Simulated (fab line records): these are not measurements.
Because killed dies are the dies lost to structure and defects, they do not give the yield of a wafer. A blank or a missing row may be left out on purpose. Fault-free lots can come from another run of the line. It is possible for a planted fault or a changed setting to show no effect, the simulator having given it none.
fab line records -- flow nandHarc -- part 2 of 2: steps 4 to 6 of 6
record: lots: 22, wafers: 66, lastDay: 33
route steps=1302 shown A_CONTACT@1003
lots untouched by any fault: they come from a run of this same line in which no faults occurred
startH: hours from the record's opening day to when the first of the lot's shown wafers began -- waitH: how many hours have passed since the lot's step before this one -- " as in the row above -- L1.1+2: a single row standing in for several wafers -- - either no value or no given start -- * or withheld: withheld -- < > ~ a bound
route shown NAME@n: a module of which the file shows steps, and the number in the route of the first -- usual: the fault-free wafers' mean and standard deviation -- same: alike in all rows -- chamber/n: place in a boat -- sites: per-site readings -- _std_site: how widely they spread, as a standard deviation -- _edge_site: mean of outer sites minus mean of inner sites -- radiusMm: how far each site lies from the wafer's centre -- mask NAME#n: copy n -- behind: the tool/chamber that last shaped the wafer -- hold: reason for holding the lot/hours on hold/outcome of the hold -- device: whichever transistor did not switch (one of n, p or np) -- end of line: tests of these same wafers at the route's end -- a step with no rows: only its recipe -- killed: the dies lost at the first sort to structure and to defects; this is not the yield of the wafer -- map: a wafer's dies, marking killed ones x, the rest . and places with no die _
set.NAME: the setting the step ran with; set.NAME@STEP: the setting that earlier step ran with -- model.NAME: the simulator's own value behind a step, which no gauge read
the route's steps for a sample of lots (tables are steps, rows are wafers)
services: a tool's chamber out of use, with start hour (startH, from the record's first day; less than 0 if before it), hours out, and reason
== steps ==
step: NHARC_A_CONTACT_STRIP_55
recipe: o2FlowSccm: 500, arFlowSccm: 0, biasW: 0, chemistry: O2
usual: drypumpMotorCurrentA: 5.8/0.51, oesProductAu: 1.000/0.013, rfVppV: 57.5/0.88, showerheadPlenumPTorr: 3.38/0.12, throttleValvePct: 17.037/0.0095
lot.wafer,tool,chamber,startH,waitH,drypumpMotorCurrentA,oesProductAu,rfHoursCounterH,rfVppV,showerheadPlenumPTorr,throttleValvePct
L074.3,rieDiel-13,3,-,-,5.5,1.012,24,58.5,3.37,17.022
L074.5,rieDiel-13,1,-,-,6.3,1.003,-,57.3,3.28,17.018
L074.6,rieDiel-13,2,-,-,6.4,0.997,-,57.4,3.40,17.041
L075.1,rieDiel-13,0,-,-,5.0,1.016,27,56.9,3.29,17.044
L075.2,rieDiel-13,1,-,-,6.2,1.001,27,56.5,3.28,17.037
L075.5,rieDiel-13,0,-,-,5.0,1.027,-,56.8,3.28,17.031
L076.3,rieDiel-13,0,-,-,5.0,1.023,27,56.9,3.29,17.042
L076.1,rieDiel-13,2,-,-,6.4,0.996,22,56.7,3.40,17.036
L076.6,rieDiel-13,0,-,-,5.0,1.020,-,57.3,3.29,17.031
L079.2,rieDiel-02,1,-,-,6.0,0.998,45,57.1,3.54,17.057
L079.3,rieDiel-02,3,-,-,5.2,1.013,44,55.8,3.31,17.010
L079.5,rieDiel-02,1,-,-,6.0,0.997,-,58.1,3.54,17.035
L077.1,rieDiel-12,2,-,-,6.0,0.976,32,58.3,3.75,17.039
L077.6,rieDiel-12,1,-,-,5.5,0.996,-,57.8,3.34,17.037
L077.5,rieDiel-12,2,-,-,6.0,0.986,-,59.2,3.75,17.036
L078.2,rieDiel-13,2,-,-,6.5,0.986,1,58.4,3.40,17.038
L078.4,rieDiel-13,3,-,-,5.5,1.009,1,56.0,3.37,17.031
L078.5,rieDiel-13,1,-,-,6.2,0.996,-,57.8,3.28,17.047
L080.4,rieDiel-02,3,-,-,5.2,1.029,52,59.0,3.31,17.035
L080.5,rieDiel-02,2,-,-,5.7,0.993,-,58.2,3.31,17.027
L080.6,rieDiel-02,3,-,-,5.3,1.034,-,57.7,3.31,17.025
L082.4,rieDiel-13,0,-,-,5.0,0.994,8,58.2,3.28,17.041
L082.6,rieDiel-13,2,-,-,6.5,0.991,-,57.3,3.39,17.025
L082.5,rieDiel-13,3,-,-,5.5,0.997,-,57.2,3.36,17.031
L081.1,rieDiel-13,0,-,-,5.0,1.003,11,57.5,3.28,17.023
L081.3,rieDiel-13,1,-,-,6.2,0.986,10,55.9,3.27,17.020
L081.2,rieDiel-13,2,-,-,6.4,0.992,9,57.8,3.39,17.026
L083.3,rieDiel-13,1,-,-,6.2,0.991,14,57.2,3.27,17.032
L083.6,rieDiel-13,2,-,-,6.5,0.989,-,57.3,3.39,17.027
L083.5,rieDiel-13,3,-,-,5.5,1.001,-,57.7,3.36,17.048
L084.2,rieDiel-13,0,-,-,5.0,0.997,15,57.4,3.28,17.036
L084.3,rieDiel-13,1,-,-,6.2,0.991,14,57.1,3.27,17.018
L084.6,rieDiel-13,3,-,-,5.6,0.997,-,58.3,3.36,17.041
L085.4,rieDiel-13,3,-,-,5.5,1.008,14,57.6,3.36,17.057
L085.1,rieDiel-13,2,-,-,6.4,0.995,16,56.8,3.39,17.040
L085.6,rieDiel-13,3,-,-,5.5,1.002,-,57.7,3.36,17.036
L086.2,rieDiel-13,0,-,-,5.0,1.014,19,57.6,3.27,17.028
L086.1,rieDiel-13,2,-,-,6.4,0.985,17,55.7,3.39,17.042
L086.6,rieDiel-13,3,-,-,5.5,1.009,-,56.4,3.36,17.025
L087.4,rieDiel-13,0,-,-,5.0,1.008,22,56.9,3.27,17.033
L087.3,rieDiel-13,1,-,-,6.2,1.000,20,57.0,3.27,17.032
L087.1,rieDiel-13,3,-,-,5.5,1.004,17,59.2,3.36,17.041
L088.4,rieDiel-13,3,-,-,5.5,0.996,17,57.9,3.36,17.033
L088.1,rieDiel-13,0,-,-,5.0,1.003,22,56.6,3.27,17.051
L088.2,rieDiel-13,2,-,-,6.4,0.989,20,57.1,3.39,17.051
L091.4,rieDiel-02,2,-,-,5.7,0.994,24,56.8,3.29,17.045
L091.1,rieDiel-02,3,-,-,5.2,1.017,23,57.9,3.29,17.027
L091.6,rieDiel-02,2,-,-,5.7,1.002,-,58.3,3.29,17.053
L090.3,rieDiel-13,1,-,-,6.3,0.996,27,57.5,3.26,17.031
L090.5,rieDiel-13,3,-,-,5.5,0.997,-,57.0,3.35,17.049
L090.6,rieDiel-13,0,-,-,5.0,1.002,-,58.3,3.27,17.044
L093.4,rieDiel-02,2,-,-,5.7,0.993,34,57.6,3.29,17.057
L093.1,rieDiel-02,0,-,-,6.1,1.005,35,57.7,3.47,17.035
L093.5,rieDiel-02,3,-,-,5.2,1.036,-,58.2,3.29,17.042
L094.3,rieDiel-02,3,-,-,5.2,1.022,36,57.2,3.29,17.042
L094.1,rieDiel-02,0,-,-,6.1,0.991,36,58.7,3.47,17.046
L094.5,rieDiel-02,3,-,-,5.3,1.021,-,57.4,3.29,17.031
L096.1,rieDiel-02,1,-,-,6.0,1.004,42,58.3,3.51,17.031
L096.4,rieDiel-02,2,-,-,5.7,0.999,41,57.7,3.28,17.040
L096.5,rieDiel-02,3,-,-,5.3,1.044,-,56.0,3.28,17.046
L095.2,rieDiel-12,2,-,-,6.0,0.977,23,57.4,3.72,17.045
L095.4,rieDiel-12,0,-,-,5.5,1.006,24,58.2,3.51,17.035
L095.5,rieDiel-12,2,-,-,6.0,0.973,-,58.2,3.72,17.032
L097.2,rieDiel-13,0,-,-,5.0,0.987,4,58.1,3.81,17.056
L097.3,rieDiel-13,2,-,-,6.4,1.014,3,57.5,3.38,17.054
L097.6,rieDiel-13,0,-,-,5.0,1.003,-,58.1,3.81,17.026
step: NHARC_A_CONTACT_CD_MEAS_69
recipe: targetCdNm: 300, landingEnergyEv: 500
usual: cdNm: 299.8/0.84
lot.wafer,tool,chamber,startH,waitH,cdNm
L074.3,cdSem-03,0,488.12,-,299.1
L074.5,cdSem-03,0,488.12,-,299.6
L074.6,cdSem-03,0,488.12,-,299.7
L075.1,cdSem-03,0,511.49,-,300.8
L075.2,cdSem-03,0,511.49,-,300.4
L075.5,cdSem-03,0,511.49,-,301.0
L076.1,cdSem-01,0,513.17,-,299.2
L076.3,cdSem-01,0,513.17,-,299.4
L076.6,cdSem-01,0,513.17,-,300.2
L079.2,cdSem-03,0,541.81,-,300.1
L079.3,cdSem-03,0,541.81,-,300.5
L079.5,cdSem-03,0,541.81,-,299.3
L077.1,cdSem-01,0,542.27,-,300.6
L077.5,cdSem-01,0,542.27,-,300.8
L077.6,cdSem-01,0,542.27,-,299.4
L078.2,cdSem-03,0,543.64,-,299.9
L078.4,cdSem-03,0,543.64,-,299.3
L078.5,cdSem-03,0,543.64,-,299.6
L080.4,cdSem-02,0,559.39,-,301.2
L080.5,cdSem-02,0,559.39,-,300.6
L080.6,cdSem-02,0,559.39,-,300.1
L082.4,cdSem-02,0,576.99,-,300.2
L082.5,cdSem-02,0,576.99,-,300.5
L082.6,cdSem-02,0,576.99,-,300.4
L081.1,cdSem-02,0,584.08,-,300.6
L081.2,cdSem-02,0,584.08,-,300.5
L081.3,cdSem-02,0,584.08,-,301.3
L083.3,cdSem-02,0,596.93,-,299.7
L083.5,cdSem-02,0,596.93,-,300.5
L083.6,cdSem-02,0,596.93,-,300.2
L084.2,cdSem-01,0,597.86,-,299.4
L084.3,cdSem-01,0,597.86,-,299.7
L084.6,cdSem-01,0,597.86,-,298.3
L085.1,cdSem-02,0,612.92,-,298.7
L085.4,cdSem-02,0,612.92,-,298.6
L085.6,cdSem-02,0,612.92,-,299.3
L086.1,cdSem-02,0,621.60,-,300.4
L086.2,cdSem-02,0,621.60,-,300.7
L086.6,cdSem-02,0,621.60,-,300.2
L087.1,cdSem-01,0,628.05,-,299.4
L087.3,cdSem-01,0,628.05,-,300.0
L087.4,cdSem-01,0,628.05,-,299.8
L088.1,cdSem-02,0,630.80,-,299.1
L088.2,cdSem-02,0,630.80,-,298.5
L088.4,cdSem-02,0,630.80,-,299.7
L091.1,cdSem-03,0,649.23,-,300.0
L091.4,cdSem-03,0,649.23,-,299.8
L091.6,cdSem-03,0,649.23,-,299.2
L090.3,cdSem-02,0,656.56,-,299.4
L090.5,cdSem-02,0,656.56,-,299.9
L090.6,cdSem-02,0,656.56,-,299.5
L093.1,cdSem-03,0,681.39,-,299.4
L093.4,cdSem-03,0,681.39,-,299.8
L093.5,cdSem-03,0,681.39,-,300.1
L094.1,cdSem-02,0,687.06,-,300.0
L094.3,cdSem-02,0,687.06,-,299.9
L094.5,cdSem-02,0,687.06,-,298.7
L096.1,cdSem-02,0,704.74,-,299.3
L096.4,cdSem-02,0,704.74,-,298.6
L096.5,cdSem-02,0,704.74,-,300.3
L095.2,cdSem-02,0,705.60,-,299.4
L095.4,cdSem-02,0,705.60,-,300.4
L095.5,cdSem-02,0,705.60,-,300.4
L097.2,cdSem-03,0,725.35,-,298.8
L097.3,cdSem-03,0,725.35,-,298.4
L097.6,cdSem-03,0,725.35,-,297.8
step: NHARC_A_CONTACT_ETCH_91
recipe: targetDepthA: 400, overEtchFrac: 0.5, timeS: 85.7, ionEnergyEv: 120, ch3fFlowSccm: 50, o2FlowSccm: 30, arFlowSccm: 200, rfW: 500, biasW: 100, chemistry: CH3F/O2
usual: drypumpMotorCurrentA: 5.8/0.51, oesProductAu: 0.939/0.029, rfVppV: 242.9/1.5, showerheadPlenumPTorr: 2.35/0.087, throttleValvePct: 20.664/0.0094
lot.wafer,tool,chamber,startH,waitH,drypumpMotorCurrentA,oesProductAu,rfHoursCounterH,rfVppV,showerheadPlenumPTorr,throttleValvePct
L074.3,rieDiel-02,1,492.29,0.5,6.0,0.928,30,245.8,2.47,20.655
L074.6,rieDiel-02,3,492.29,0.5,5.3,0.926,-,243.7,2.31,20.670
L074.5,rieDiel-02,0,492.29,0.5,6.1,0.929,-,243.1,2.44,20.671
L075.1,rieDiel-13,0,515.65,0.6,5.0,0.934,28,240.7,2.28,20.664
L075.2,rieDiel-13,3,515.65,0.6,5.5,0.925,26,242.9,2.34,20.658
L075.5,rieDiel-13,0,515.65,0.6,5.0,0.935,-,240.5,2.28,20.657
L076.3,rieDiel-13,0,517.34,0.5,5.0,0.935,29,242.5,2.28,20.678
L076.1,rieDiel-13,2,517.34,0.5,6.5,0.924,24,244.5,2.37,20.677
L076.6,rieDiel-13,3,517.34,0.5,5.5,0.924,-,241.5,2.34,20.666
L079.2,rieDiel-13,0,545.93,0.7,5.0,0.960,2,243.1,2.28,20.668
L079.3,rieDiel-13,2,545.93,0.7,6.4,0.945,2,242.7,2.36,20.668
L079.5,rieDiel-13,3,545.93,0.7,5.4,0.966,-,243.6,2.34,20.658
L077.1,rieDiel-13,2,546.40,0.7,6.4,0.987,2,242.5,2.36,20.658
L077.6,rieDiel-13,2,546.40,0.7,6.4,0.989,-,244.9,2.36,20.663
L077.5,rieDiel-13,3,546.40,0.7,5.5,0.998,-,243.3,2.34,20.657
L078.4,rieDiel-13,2,547.78,0.6,6.4,0.917,3,242.5,2.36,20.661
L078.2,rieDiel-13,3,547.78,0.6,5.5,0.917,2,243.2,2.34,20.666
L078.5,rieDiel-13,1,547.78,0.6,6.2,0.914,-,241.1,2.28,20.677
L080.4,rieDiel-13,0,563.51,0.6,5.0,0.946,6,241.1,2.28,20.668
L080.6,rieDiel-13,3,563.51,0.6,5.5,0.929,-,243.5,2.34,20.663
L080.5,rieDiel-13,0,563.51,0.6,5.0,0.941,-,241.8,2.28,20.661
L082.6,rieDiel-13,1,581.37,0.4,6.2,0.911,-,242.7,2.27,20.665
L082.4,rieDiel-13,2,581.37,0.4,6.4,0.927,-,242.4,2.36,20.669
L082.5,rieDiel-13,0,581.37,0.4,5.0,0.933,-,241.3,2.28,20.665
L081.1,rieDiel-12,2,588.51,0.7,6.0,0.909,52,246.8,2.61,20.642
L081.2,rieDiel-12,3,588.51,0.7,5.1,0.923,50,245.6,2.45,20.674
L081.3,rieDiel-12,0,588.51,0.7,5.6,0.918,50,244.9,2.46,20.654
L083.3,rieDiel-02,2,601.08,0.6,5.7,0.987,5,241.1,2.30,20.650
L083.6,rieDiel-02,0,601.08,0.6,6.1,0.979,-,244.3,2.43,20.652
L083.5,rieDiel-02,1,601.08,0.6,6.0,1.011,-,245.7,2.46,20.671
L084.3,rieDiel-13,3,602.02,0.5,5.5,0.928,12,242.9,2.34,20.663
L084.2,rieDiel-13,0,602.02,0.5,5.0,0.932,16,241.7,2.28,20.661
L084.6,rieDiel-13,1,602.02,0.5,6.2,0.931,-,242.1,2.27,20.655
L085.1,rieDiel-13,2,617.70,0.7,6.4,0.926,18,243.4,2.36,20.655
L085.4,rieDiel-13,0,617.70,0.7,5.0,0.939,-,241.6,2.28,20.661
L085.6,rieDiel-13,2,617.70,0.7,6.4,0.923,-,243.3,2.36,20.661
L086.2,rieDiel-02,2,625.75,0.7,5.7,0.920,15,241.9,2.29,20.663
L086.1,rieDiel-02,3,625.75,0.7,5.2,0.944,14,242.6,2.29,20.671
L086.6,rieDiel-02,0,625.75,0.7,6.1,0.916,-,244.2,2.42,20.657
L087.1,rieDiel-13,1,632.18,0.6,6.2,0.934,22,241.2,2.27,20.658
L087.3,rieDiel-13,2,632.18,0.6,6.4,0.919,22,243.7,2.36,20.644
L087.4,rieDiel-13,0,632.18,0.6,5.1,0.941,24,241.5,2.27,20.658
L088.4,rieDiel-13,2,634.92,0.5,6.4,0.917,23,243.7,2.36,20.660
L088.1,rieDiel-13,0,634.92,0.5,5.0,0.943,24,241.2,2.27,20.669
L088.2,rieDiel-13,1,634.92,0.5,6.2,0.932,22,243.2,2.27,20.651
L091.4,rieDiel-13,3,653.37,0.5,5.5,0.922,23,243.1,2.33,20.667
L091.1,rieDiel-13,1,653.37,0.5,6.2,0.926,27,242.0,2.27,20.674
L091.6,rieDiel-13,3,653.37,0.5,5.5,0.921,-,242.1,2.33,20.653
L090.3,rieDiel-13,1,660.71,0.6,6.2,0.928,29,242.4,2.27,20.673
L090.6,rieDiel-13,0,660.71,0.6,5.0,0.938,-,241.7,2.27,20.647
L090.5,rieDiel-13,1,660.71,0.6,6.2,0.929,-,240.1,2.27,20.651
L093.4,rieDiel-13,0,685.55,0.5,5.0,0.924,34,241.3,2.27,20.656
L093.1,rieDiel-13,2,685.55,0.5,6.4,0.904,33,243.2,2.35,20.661
L093.5,rieDiel-13,0,685.55,0.5,5.0,0.929,-,243.8,2.27,20.663
L094.3,rieDiel-02,1,691.87,0.6,6.0,0.930,38,243.8,2.45,20.659
L094.1,rieDiel-02,3,691.87,0.6,5.2,0.933,37,242.4,2.28,20.654
L094.5,rieDiel-02,1,691.87,0.6,6.0,0.925,-,245.1,2.45,20.670
L095.2,rieDiel-13,3,709.74,0.6,5.5,0.935,1,242.1,2.33,20.672
L095.4,rieDiel-13,2,709.74,0.6,6.4,0.950,1,243.5,2.35,20.657
L095.5,rieDiel-13,3,709.74,0.6,5.5,0.923,-,242.6,2.33,20.659
L096.1,rieDiel-12,1,710.35,0.7,5.5,0.995,26,240.6,2.30,20.654
L096.4,rieDiel-12,1,710.35,0.7,5.5,0.994,-,242.8,2.30,20.661
L096.5,rieDiel-12,3,710.35,0.7,5.1,1.000,-,244.3,2.44,20.680
L097.3,rieDiel-12,0,729.50,0.5,5.6,1.002,32,241.8,2.44,20.652
L097.2,rieDiel-12,1,729.50,0.5,5.5,1.007,31,241.9,2.30,20.682
L097.6,rieDiel-12,0,729.50,0.5,5.6,1.010,-,243.1,2.44,20.661
== services ==
tool,chamber,startH,hours,kind
rieDiel-13,2,462.56,6.2,repair
rieDiel-13,0,473.58,-,clean
rieDiel-13,1,473.58,-,clean
rieDiel-13,2,473.58,-,clean
rieDiel-13,3,473.58,-,clean
rieDiel-13,3,487.99,21.8,repair
rieDiel-13,0,493.55,1.6,repair
rieDiel-13,0,498.08,-,clean
rieDiel-13,1,498.08,-,clean
rieDiel-13,2,498.08,-,clean
rieDiel-13,0,519.03,9.0,ventCycle
rieDiel-13,1,519.03,9.0,ventCycle
rieDiel-13,2,519.03,9.0,ventCycle
rieDiel-13,0,528.03,-,clean
rieDiel-13,1,528.03,-,clean
rieDiel-13,2,528.03,-,clean
rieDiel-13,3,528.03,-,clean
rieDiel-13,-,540.47,0.6,repair
rieDiel-13,1,608.78,9.6,repair
rieDiel-12,-,617.72,0.5,repair
rieDiel-12,-,623.70,9.0,pm
rieDiel-13,-,696.17,9.0,pm
rieDiel-12,2,702.20,9.0,repair
rieDiel-02,0,706.35,13.2,repair
